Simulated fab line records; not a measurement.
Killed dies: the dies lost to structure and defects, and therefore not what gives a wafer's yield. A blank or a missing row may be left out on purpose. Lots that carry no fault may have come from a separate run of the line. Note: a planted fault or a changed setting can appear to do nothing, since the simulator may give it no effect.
fab line records | flow nand-harc
[record] lots = 5 wafers = 15 last-day = 32
route steps=1302 shown A_M1@1171 END@1302
lots untouched by any fault: they come from a run of this same line in which no faults occurred
start-h: hours from the record's first day to the start of the lot's first wafer shown | wait-h: time in hours since the lot's previous step | " same as the row above | L1.1+2: a row that stands for several wafers | - either no value or no given start | * or withheld: withheld | < > ~ a bound
route shown NAME@n: NAME is a module with steps in the file, n the number in the route of the first one | usual: mean and standard deviation over wafers with no fault | same: alike in all rows | chamber/n: place in a boat | sites: readings site by site | _std_site: the standard deviation of these | _edge_site: mean of outer sites minus mean of inner sites | radius-mm: how far each site lies from the wafer's centre | mask NAME#n: copy n | behind: the tool/chamber that last shaped the wafer | hold: why the lot was held/for how many hours/how that ended | device: whichever transistor did not switch (one of n, p or np) | end of line: tests run on the same wafers once the route is complete | a step with no rows: only its recipe | killed: dies lost to structure and defects at the first sort, not the wafer's yield | map: dies across one wafer; x = killed, . = not, _ = none there
set.NAME: setting as actually run; set.NAME@STEP: the setting as run at that earlier step | model.NAME: the simulator's own value behind a step, which no gauge read
lots at some steps of the route; a table a step, a row a wafer
services: a tool's chamber out of use, with start hour (start-h, from the record's first day; less than 0 if before it), hours out, and reason
[[steps]]
[step NHARC_A_M1_HMDS_02]
[recipe] time-s = 30
[step NHARC_A_M1_COAT_34]
[recipe] temp-c = 200 time-s = 65
[step NHARC_A_M1_COAT_03]
[recipe] spin-rpm = 1500 resist-thk-nm = 90
[step NHARC_A_M1_SOFTBAKE_04]
[recipe] temp-c = 105 time-s = 55
[step NHARC_A_M1_EBR_05]
[step NHARC_A_M1_EXPOSE_06]
[recipe] na = 1.35 target-cd-nm = 120 dose-mj = 75.13 mask-id = A_M1
[step NHARC_A_M1_PEB_07]
[recipe] peb-temp-c = 100 peb-time-s = 65
[step NHARC_A_M1_DEVELOP_08]
[recipe] develop-time-s = 35 dev-temp-c = 23
[step NHARC_A_M1_CD_MEAS_09]
[recipe] target-cd-nm = 120 landing-energy-ev = 500
[usual] cd-nm = 120.1/0.56
// columns lot.wafer tool chamber start-h wait-h cd-nm
L907.1 cd-sem-03 0 540.00 - 119.9
L907.3 " 0 " " 120.5
L907.4 " 0 " " 120.1
L906.3 cd-sem-01 0 540.35 - 119.7
L906.4 " 0 " " 119.4
L906.6 " 0 " " 119.3
L917.2 cd-sem-03 0 641.51 - 120.4
L917.3 " 0 " " 120.1
L917.5 " 0 " " 120.8
L920.3 cd-sem-02 0 672.82 - 119.8
L920.5 " 0 " " 119.7
L920.6 " 0 " " 120.8
L922.2 cd-sem-01 0 717.30 - 119.9
L922.3 " 0 " " 119.7
L922.6 " 0 " " 120.1
[step NHARC_A_M1_OVL_MEAS_10]
[recipe] pitch-nm = 240
[usual] overlay-x-nm = -0.1/0.99 overlay-y-nm = 0.1/0.97
// columns lot.wafer tool chamber start-h wait-h overlay-x-nm overlay-y-nm
L907.1 overlay-02 - 540.09 - 0.7 -1.1
L907.3 " - " " 0.6 -0.8
L907.4 " - " " 0.5 -1.0
L906.3 overlay-02 - 540.43 - 1.4 -1.5
L906.4 " - " " 1.4 -1.9
L906.6 " - " " 1.3 -1.5
L917.2 overlay-02 - 641.60 - 0.0 -1.4
L917.3 " - " " 0.2 -1.2
L917.5 " - " " 0.1 -0.6
L920.3 overlay-02 - 672.90 - -1.1 1.1
L920.5 " - " " -0.9 1.2
L920.6 " - " " -1.1 1.2
L922.2 overlay-01 - 717.39 - 0.0 0.0
L922.3 " - " " -0.1 0.8
L922.6 " - " " 0.0 0.3
[step NHARC_A_M1_INSPECT_11]
[usual] raw-defect-count = 82/37
// columns lot.wafer tool chamber start-h wait-h raw-defect-count
L907.1 defect-inspect-01 - 540.13 0.0 18
L907.3 " - " " 19
L907.4 " - " " 20
L906.3 defect-inspect-02 - 540.47 0.0 149
L906.4 " - " " 149
L906.6 " - " " 155
L917.2 defect-inspect-01 - 641.63 0.0 26
L917.3 " - " " 20
L917.5 " - " " 22
L920.3 defect-inspect-02 - 672.94 0.0 109
L920.5 " - " " 79
L920.6 " - " " 88
L922.2 defect-inspect-02 - 717.42 0.0 103
L922.3 " - " " 119
L922.6 " - " " 149
[step NHARC_A_M1_DESCUM_14]
[recipe] time-s = 3 o2-flow-sccm = 200 ar-flow-sccm = 0 bias-power-w = 0 chemistry = O2
[usual] drypump-motor-current-A = 5.7/0.53 oes-product-au = 1.001/0.0096 rf-vpp-V = 57.8/1 showerhead-plenum-p-Torr = 1.89/0.078 throttle-valve-pct = 11.310/0.0094
// columns lot.wafer tool chamber start-h wait-h drypump-motor-current-A oes-product-au rf-hours-counter-h rf-vpp-V showerhead-plenum-p-Torr throttle-valve-pct
L907.4 rie-diel-12 2 540.19 0.1 5.1 1.006 5.7 56.6 1.81 11.331
L907.1 " 0 " " 5.5 1.012 4.4 59.0 2.01 11.303
L907.3 " 1 " " 6.3 0.998 5.8 58.7 1.89 11.320
L906.3 rie-diel-12 0 540.53 0.1 5.5 1.009 4.4 57.5 2.01 11.305
L906.4 " 3 " " 5.9 1.010 5.2 56.5 1.82 11.313
L906.6 " 0 " " 5.5 1.018 - 57.1 2.01 11.327
L917.2 rie-diel-12 0 641.70 0.1 5.5 1.001 1.3 59.6 2.01 11.309
L917.3 " 2 " " 5.1 1.002 1.2 56.7 1.81 11.318
L917.5 " 0 " " 5.5 0.997 - 58.2 2.01 11.329
L920.3 rie-diel-13 3 673.02 0.1 6.3 0.995 4.1 60.4 1.97 11.316
L920.6 " 0 " " 5.2 1.012 - 59.9 1.94 11.309
L920.5 " 1 " " 6.7 1.011 - 56.4 1.94 11.319
L922.2 rie-diel-13 2 717.48 0.1 5.0 1.013 0.5 57.7 1.78 11.310
L922.3 " 3 " " 6.3 1.006 0.5 57.7 1.97 11.320
L922.6 " 2 " " 5.0 1.013 - 58.4 1.78 11.299
[step NHARC_A_M1_ETCH_35]
[recipe] target-depth-a = 400 overetch-a = 120 time-s = 43.94 ion-energy-ev = 200 n2-flow-sccm = 150 h2-flow-sccm = 150 ar-flow-sccm = 0 rf-w = 400 bias-w = 150 chemistry = N2/H2
[usual] drypump-motor-current-A = 5.7/0.53 oes-product-au = 1.001/0.0096 rf-vpp-V = 429.9/2.4 run-length-s = 65.3/0.47 showerhead-plenum-p-Torr = 2.01/0.086 throttle-valve-pct = 14.170/0.0088
// columns lot.wafer tool chamber start-h wait-h drypump-motor-current-A oes-product-au rf-hours-counter-h rf-vpp-V run-length-s showerhead-plenum-p-Torr throttle-valve-pct
L907.4 rie-diel-12 2 540.28 0.1 5.1 1.003 5.7 428.2 65.7 1.93 14.178
L907.3 " 3 " " 5.9 1.002 5.2 427.9 64.3 1.94 14.178
L907.1 " 1 " " 6.3 0.984 5.8 430.3 65.6 2.01 14.178
L906.4 rie-diel-12 1 540.62 0.1 6.2 0.987 5.8 430.1 65.7 2.01 14.164
L906.3 " 2 " " 5.1 0.989 5.8 425.5 65.1 1.93 14.184
L906.6 " 0 " " 5.5 1.006 - 433.7 65.4 2.15 14.186
L917.2 rie-diel-12 0 641.79 0.1 5.5 0.998 1.3 433.8 52.9 2.15 14.171
L917.3 " 1 " " 6.3 0.980 1.2 429.4 65.7 2.01 14.187
L917.5 " 0 " " 5.6 1.001 - 432.2 53.0 2.15 14.174
L920.3 rie-diel-13 3 673.09 0.1 6.3 1.001 4.1 431.7 65.5 2.10 14.174
L920.6 " 1 " " 6.7 1.010 - 431.4 65.6 2.07 14.166
L920.5 " 2 " " 5.0 1.001 - 426.3 65.2 1.90 14.179
L922.2 rie-diel-13 2 717.57 0.1 5.0 1.013 0.5 427.5 65.3 1.90 14.157
L922.3 " 0 " " 5.2 1.004 0.3 432.2 65.5 2.07 14.158
L922.6 " 2 " " 5.0 1.014 - 425.4 65.2 1.90 14.171
[step NHARC_A_M1_ETCH_15]
[recipe] target-depth-a = 1825 time-s = 91.2 c4f8-flow-sccm = withheld ar-flow-sccm = 400 rf-w = 600 bias-w = 300 chemistry = C4F8/Ar
[usual] oes-product-au = 0.958/0.018 rf-vpp-V = 440.0/2.5 run-length-s = 112.6/0.47
// columns lot.wafer tool chamber start-h wait-h oes-product-au rf-hours-counter-h rf-vpp-V run-length-s
L907.4 rie-diel-12 1 - - 0.959 5.8 439.4 112.9
L907.1 " 2 " " 0.965 5.8 438.4 113.0
L907.3 " 0 " " 0.992 4.4 443.8 113.0
L906.4 rie-diel-12 1 - - 0.947 5.9 440.1 112.8
L906.3 " 2 " " 0.975 5.8 436.5 112.4
L906.6 " 2 " " 0.966 - 437.7 113.1
L917.2 rie-diel-12 2 - - 0.986 1.3 438.2 112.8
L917.3 " 0 " " 0.970 1.3 443.5 112.9
L917.5 " 2 " " 0.978 - 438.3 112.4
L920.3 rie-diel-13 2 - - 0.917 4.5 436.9 112.2
L920.5 " 2 " " 0.929 - 435.7 112.2
L920.6 " 3 " " 0.917 - 442.4 113.6
L922.2 rie-diel-13 3 - - 0.967 0.5 441.6 112.7
L922.3 " 0 " " 0.969 0.3 443.0 112.7
L922.6 " 3 " " 0.964 - 442.4 112.7
[step NHARC_END_SORT_01]
[recipe] temp-c = 25
[usual] defect-limited-yield = 91/3.1 killed-at-array = 57/20 killed-at-other = 1.0/1.5 killed-at-periphery = 3.5/2.5 killed-dies = 62/21 killed-open = 3.5/1.9 killed-short = 2.4/1.6
[same] gross-dies = 677
// columns lot.wafer tool chamber start-h wait-h defect-limited-yield[%] killed-at-array killed-at-other killed-at-periphery killed-dies killed-open killed-short
L907.1 prober-01 0 575.48 2.6 96 19 2 4 25 4 4
L907.3 prober-01 0 577.10 3.2 97 18 0 0 18 1 1
L907.4 prober-01 0 577.92 3.5 96 22 1 1 24 2 2
L917.2 prober-01 0 680.81 2.8 96 26 0 3 29 4 0
L917.3 prober-01 0 681.60 3.1 96 27 2 1 30 4 2
L917.5 prober-01 0 683.19 3.7 96 22 0 2 24 6 2
L920.3 prober-02 0 713.25 3.1 91 58 0 4 62 2 2
L920.5 prober-02 0 714.82 3.7 92 51 0 4 55 8 1
L920.6 prober-02 0 715.61 3.9 93 46 0 3 49 1 3
L922.2 prober-01 0 757.96 2.8 89 70 0 3 73 3 0
L922.3 prober-01 0 758.76 3.1 88 81 0 3 84 5 2
L922.6 prober-01 0 761.16 4.0 87 88 0 2 90 2 3
// killed by level:class
L907.1 A_CHANNEL_HOLE_D2:chamber-film-flake=8 A_CONTACT:chamber-film-flake=3 P_CONTACT:geometric-particle:open=2 A_ONON_D2:geometric-particle:short=2 THIN_TSV:chamber-film-flake=2 P_M1:geometric-particle:short=1 A_CHANNEL_FILL_D1:geometric-particle:short=1 A_DECK1_JOINT:geometric-particle:open=1
L907.3 A_CHANNEL_HOLE_D2:chamber-film-flake=8 A_STAIRCASE:chamber-film-flake=3 A_CHANNEL_HOLE_D1:chamber-film-flake=2 A_CONTACT:chamber-film-flake=2 A_ZERO_WELL:chamber-film-flake=1 A_SGD_CUT:geometric-particle:open=1 A_WL_FILL:geometric-particle:short=1
L907.4 A_CHANNEL_HOLE_D2:chamber-film-flake=8 A_CHANNEL_HOLE_D1:chamber-film-flake=3 A_STAIRCASE:chamber-film-flake=3 A_CONTACT:chamber-film-flake=3 P_M1:geometric-particle:open=1 A_ONON_D2:geometric-particle:open=1 A_CHANNEL_FILL_D2:geometric-particle:short=1 A_WL_FILL:geometric-particle:short=1
L917.2 A_CHANNEL_HOLE_D1:chamber-film-flake=7 A_CONTACT:chamber-film-flake=6 A_STAIRCASE:chamber-film-flake=4 A_CHANNEL_HOLE_D2:chamber-film-flake=2 A_SLIT:chamber-film-flake=2 P_GATE:geometric-particle:open=1 A_ONON_D1:geometric-particle:open=1 A_M0:geometric-particle:open=1
L917.3 A_CHANNEL_HOLE_D1:chamber-film-flake=6 A_WL_FILL:chamber-film-flake=4 A_CHANNEL_FILL_D1:chamber-film-flake=3 A_STAIRCASE:chamber-film-flake=3 A_CHANNEL_HOLE_D2:chamber-film-flake=2 A_SLIT:chamber-film-flake=2 A_CONTACT:chamber-film-flake=2 THIN_TSV:chamber-film-flake=2
L917.5 A_CHANNEL_HOLE_D1:chamber-film-flake=7 A_STAIRCASE:chamber-film-flake=4 A_CHANNEL_HOLE_D2:chamber-film-flake=2 P_GATE:geometric-particle:open=1 P_M1:geometric-particle:open=1 A_ONON_D1:geometric-particle:open=1 A_ONON_D1:geometric-particle:short=1 A_DECK1_JOINT:geometric-particle:short=1
L920.3 A_SLIT:chamber-film-flake=32 A_CHANNEL_HOLE_D2:chamber-film-flake=15 A_CHANNEL_HOLE_D1:chamber-film-flake=4 P_BONDPAD:chamber-film-flake=2 A_STAIRCASE:chamber-film-flake=2 A_CONTACT:chamber-film-flake=2 P_BONDPAD:geometric-particle:open=1 A_SOURCE_PLATE:geometric-particle:short=1
L920.5 A_SLIT:chamber-film-flake=32 A_CHANNEL_HOLE_D1:chamber-film-flake=5 A_CHANNEL_HOLE_D2:chamber-film-flake=5 A_SOURCE_PLATE:geometric-particle:open=3 P_CONTACT:geometric-particle:open=2 P_BONDPAD:chamber-film-flake=2 A_ONON_D1:geometric-particle:open=1 A_SGD_CUT:geometric-particle:open=1
L920.6 A_SLIT:chamber-film-flake=21 A_CHANNEL_HOLE_D2:chamber-film-flake=8 A_CHANNEL_HOLE_D1:chamber-film-flake=7 P_BONDPAD:chamber-film-flake=2 A_DECK1_JOINT:chamber-film-flake=2 A_ONON_D1:geometric-particle:short=1 A_CHANNEL_FILL_D1:geometric-particle:short=1 A_DECK1_JOINT:geometric-particle:short=1
L922.2 A_SLIT:chamber-film-flake=34 A_CHANNEL_HOLE_D1:chamber-film-flake=27 A_CONTACT:chamber-film-flake=2 P_M2:chamber-film-flake=2 A_SGD_CUT:chamber-film-flake=2 A_DECK1_JOINT:geometric-particle:open=1 A_SGD_CUT:geometric-particle:open=1 A_M0:geometric-particle:open=1
L922.3 A_SLIT:chamber-film-flake=31 A_CHANNEL_HOLE_D1:chamber-film-flake=28 A_SGD_CUT:chamber-film-flake=5 A_STAIRCASE:chamber-film-flake=4 A_CONTACT:chamber-film-flake=4 A_ZERO_WELL:chamber-film-flake=3 A_WL_FILL:geometric-particle:open=2 P_CONTACT:geometric-particle:short=1
L922.6 A_SLIT:chamber-film-flake=32 A_CHANNEL_HOLE_D1:chamber-film-flake=27 A_STAIRCASE:chamber-film-flake=8 A_CONTACT:chamber-film-flake=5 A_ZERO_WELL:chamber-film-flake=3 A_SGD_CUT:chamber-film-flake=3 A_WL_FILL:chamber-film-flake=2 P_M1:geometric-particle:short=1
[[services]]
// columns tool chamber start-h hours kind
rie-diel-13 - 519.00 9.0 pm
rie-diel-12 0 527.90 - clean
rie-diel-12 1 527.90 - clean
rie-diel-12 2 527.90 - clean
rie-diel-12 3 527.90 - clean
rie-diel-13 0 534.75 1.9 repair
rie-diel-12 0 552.40 - clean
rie-diel-12 1 552.40 - clean
rie-diel-12 2 552.40 - clean
rie-diel-12 3 552.40 - clean
rie-diel-12 3 561.75 4.6 repair
rie-diel-13 3 565.18 9.4 repair
rie-diel-12 0 576.90 - clean
rie-diel-12 1 576.90 - clean
rie-diel-12 2 576.90 - clean
rie-diel-12 3 576.90 - clean
rie-diel-12 - 577.83 1.6 repair
rie-diel-13 2 586.08 2.3 repair
rie-diel-12 0 600.75 13.1 repair
rie-diel-12 1 601.40 - clean
rie-diel-12 2 601.40 - clean
rie-diel-12 3 603.23 15.4 repair
rie-diel-12 - 622.40 9.0 pm
rie-diel-13 - 696.00 9.0 pm
[[key]]
[first-sign] step = NHARC_A_M1_ETCH_35 reading = run-length-s direction = down sigmas = 26 usual = * struck = *
effect none on later readings
met-at NHARC_A_M1_ETCH_35
struck-wafers L917.2,L917.5
onset-between 540.62 641.79
[fault] kind = process-parameter-drift tool = rie-diel-12 chamber = - onset-h = 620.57 steps = NHARC_A_M1_ETCH_35 channel = time-s offset = * shape = step end-h = 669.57 scope = struck-wafers-only acts-in = * stated = *
